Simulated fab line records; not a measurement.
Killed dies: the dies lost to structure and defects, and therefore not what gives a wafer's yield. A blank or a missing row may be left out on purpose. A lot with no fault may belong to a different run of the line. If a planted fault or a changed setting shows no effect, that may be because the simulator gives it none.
Matching of chambers + flow nandHarc + NHARC_P_GATE_ALD_36 on aldSin-03: 4 sister chambers
The step deposits SiNx, target thk 20 nm, pulse time 60 s, ald cycles 223. 14 wafers are shown with their chamber, then 7 later ones without.

## EACH WAFER AND ITS CHAMBER
| wafer  | chamber | heaterPowerW (W) | precursorPulseHeightRel |
|--------|---------|------------------|-------------------------|
| L076.1 | 0       | 1054             | 1.007                   |
| L076.2 | 1       | 798              | 0.991                   |
| L076.4 | 3       | 814              | 1.000                   |
| L079.3 | 1       | 777              | 0.986                   |
| L079.2 | 2       | 1034             | 1.034                   |
| L079.6 | 0       | 1018             | 1.001                   |
| L082.3 | 2       | 1023             | 0.988                   |
| L082.4 | 3       | 855              | 0.995                   |
| L082.6 | 0       | 1044             | 0.984                   |
| L087.4 | 0       | 1038             | 1.009                   |
| L087.3 | 1       | 776              | 0.994                   |
| L087.2 | 3       | 841              | 1.051                   |
| L088.4 | 3       | 831              | 1.002                   |
| L088.1 | 2       | 1006             | 0.975                   |

SIGNATURES (means of the wafers above)
| reading                 | chamber 0 | chamber 1 | chamber 2 | chamber 3 | scatter within a chamber |
|-------------------------|-----------|-----------|-----------|-----------|--------------------------|
| heaterPowerW            | 1038.50   | 783.67    | 1021.00   | 835.25    | 15.1                     |
| precursorPulseHeightRel | 1.00025   | 0.99033   | 0.99900   | 1.01200   | 0.021                    |
Rule: for a wafer and a chamber, the distance is found by dividing, reading by reading, the gap between the wafer's reading and the chamber's mean by the reading's scatter, squaring, summing and taking the root. The wafer belongs to the nearest chamber; if the next one is less than 2 further off, it can't be placed. The scatter: take each reading less its chamber's mean, square it, sum over the shown wafers, divide by the number of wafers less the number of chambers, and take the root.

## WAFERS WITH NO CHAMBER GIVEN
| wafer  | heaterPowerW (W) | precursorPulseHeightRel |
|--------|------------------|-------------------------|
| L088.5 | 1066             | 0.998                   |
| L092.2 | 819              | 1.033                   |
| L092.4 | 1030             | 0.973                   |
| L092.1 | 763              | 1.009                   |
| L095.2 | 990              | 0.996                   |
| L095.3 | 1034             | 0.994                   |
| L095.6 | 1006             | 0.975                   |

## WHICH CHAMBER EACH WENT THROUGH
| wafer  | from the rows above     | in truth |
|--------|-------------------------|----------|
| L088.5 | can't be placed: 0 or 2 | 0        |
| L092.2 | can't be placed: 3 or 1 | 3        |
| L092.4 | can't be placed: 2 or 0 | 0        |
| L092.1 | 1                       | 1        |
| L095.2 | can't be placed: 2 or 0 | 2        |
| L095.3 | can't be placed: 0 or 2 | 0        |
| L095.6 | can't be placed: 2 or 0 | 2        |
Correctly placed: 1 of 7. Can't be placed from these rows: 6 (the true chamber is among the candidates in 6). Number placed wrongly: 0.
